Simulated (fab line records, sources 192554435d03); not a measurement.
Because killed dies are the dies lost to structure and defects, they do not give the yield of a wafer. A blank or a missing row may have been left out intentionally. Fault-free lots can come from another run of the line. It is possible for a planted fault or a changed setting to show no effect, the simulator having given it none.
A lot that was struck, set against a sound lot || flow n5-finfet || 15 out of 1938 route steps
Sound: these wafers, L176.2, L176.4, L176.5. Struck: wafer L186.2 (left out: L186.4, a lot-mate that was not struck); the cause follows at the end.
Each step with rows lists, per side, the tool, then ch with its chambers, then its first start. Under that, the readings that differ: sound wafers || struck wafers || difference of the means || sigmas: that difference in standard deviations of wafers without a fault.
alike: words and numbers the same on both sides, and readings whose means are apart by under 2 such deviations; not compared: readings that were withheld, readings missing a value for some wafer, numbers with overlapping values and no deviation given by the record, and bounds like >300 which may hide the same value.
Wherever a step has rows on one side only, a row that says differs or no value, or a row with sigmas, the two part there. Non-overlapping numbers with no deviation appear without sigmas and do not part them. A reading that every wafer of one side lacks parts them only if that side has two wafers or more.

first, 8 steps without rows for these wafers: N5_BEOL_M3_COAT_68 (time 60 s, resist thk 12 nm); N5_BEOL_M3_COAT_76 (time 60 s, resist thk 5 nm); N5_BEOL_M3_COAT_22 (resist thk 30 nm); N5_BEOL_M3_EBR_24; N5_BEOL_M3_SOFTBAKE_23 (time 60 s); N5_BEOL_M3_EXPOSE_25 (exposes mask V2, defocus 5 nm); N5_BEOL_M3_PEB_26 (peb time 60 s); N5_BEOL_M3_DEVELOP_27 (develop time 30 s).
N5_BEOL_M3_CD_MEAS_28: target cd 25.7 nm, target cd y 23.3 nm.
  sound on cd-sem-01 ch 0, day 8 11:01; struck on cd-sem-03 ch 0, day 10 23:55
  alike: cd-nm
N5_BEOL_M3_OVL_MEAS_29:
  sound on overlay-02 ch 0, day 8 11:03; struck on overlay-01 ch 0, day 10 23:58
  alike: V2_OVL
N5_BEOL_M3_INSPECT_30: inspects for defects (brightfield).
  struck on defect-inspect-02, day 11 00:01; sound on defect-inspect-01, day 8 11:07
  alike: raw-defect-count
N5_BEOL_M3_DESCUM_33: chemistry O2, time 7 s.
  sound on rie-diel-05 ch 2,3, day 8 11:08; struck on rie-diel-05 ch 1, day 11 00:20
{"reading": "oes-product-au (a.u.)", "sound": "0.72 0.77 0.77", "struck": 0.93, "difference": "+0.18", "sigmas": "+2"}
  alike: drypump-motor-current-A, rf-vpp-V, showerhead-plenum-p-Torr, temp-c, throttle-valve-pct
  not compared: rf-hours-counter-h
N5_BEOL_M3_ETCH_77: etches underlayer in N2/H2, target depth 6.5 nm, time 5.2 s.
  sound on rie-diel-05 ch 2,3, day 8 11:11; struck on rie-diel-05 ch 1, day 11 00:22
{"reading": "etch-rf-on-time-s (s)", "sound": "5.22 5.04 5.12", "struck": 5.92, "difference": "+0.79", "sigmas": "+9"}
  alike: drypump-motor-current-A, oes-product-au, rf-vpp-V, showerhead-plenum-p-Torr, throttle-valve-pct
  not compared: rf-hours-counter-h
N5_BEOL_M3_ETCH_69: etches SiARC in CF4, target depth 15.6 nm, time 26 s.
  sound on rie-diel-05 ch 2,3, day 8 11:11; struck on rie-diel-05 ch 1, day 11 00:23
  alike: drypump-motor-current-A, etch-rf-on-time-s, oes-product-au, rf-vpp-V, showerhead-plenum-p-Torr, throttle-valve-pct
  not compared: rf-hours-counter-h
N5_BEOL_M4_RC_MEAS_101:
  sound on prober-01 ch 0, day 9 09:42; struck on prober-01 ch 0, day 11 15:47
{"reading": "DIBL_N (mV/V)", "sound": "38.3 37.3 37.6", "struck": 35.6, "difference": -2.1, "sigmas": -2}
{"reading": "DIBL_P (mV/V)", "sound": "36.8 36.1 37.2", "struck": 33.8, "difference": -2.9, "sigmas": -2}
  alike: IOFF_N, IOFF_P, ION_N, ION_P, SS_N, SS_P, VT_N, VT_P

## WHERE THEY PART
Earliest at N5_BEOL_M3_DESCUM_33; latest, in this record, at N5_BEOL_M4_RC_MEAS_101.

WHY: what had been put in by the simulator
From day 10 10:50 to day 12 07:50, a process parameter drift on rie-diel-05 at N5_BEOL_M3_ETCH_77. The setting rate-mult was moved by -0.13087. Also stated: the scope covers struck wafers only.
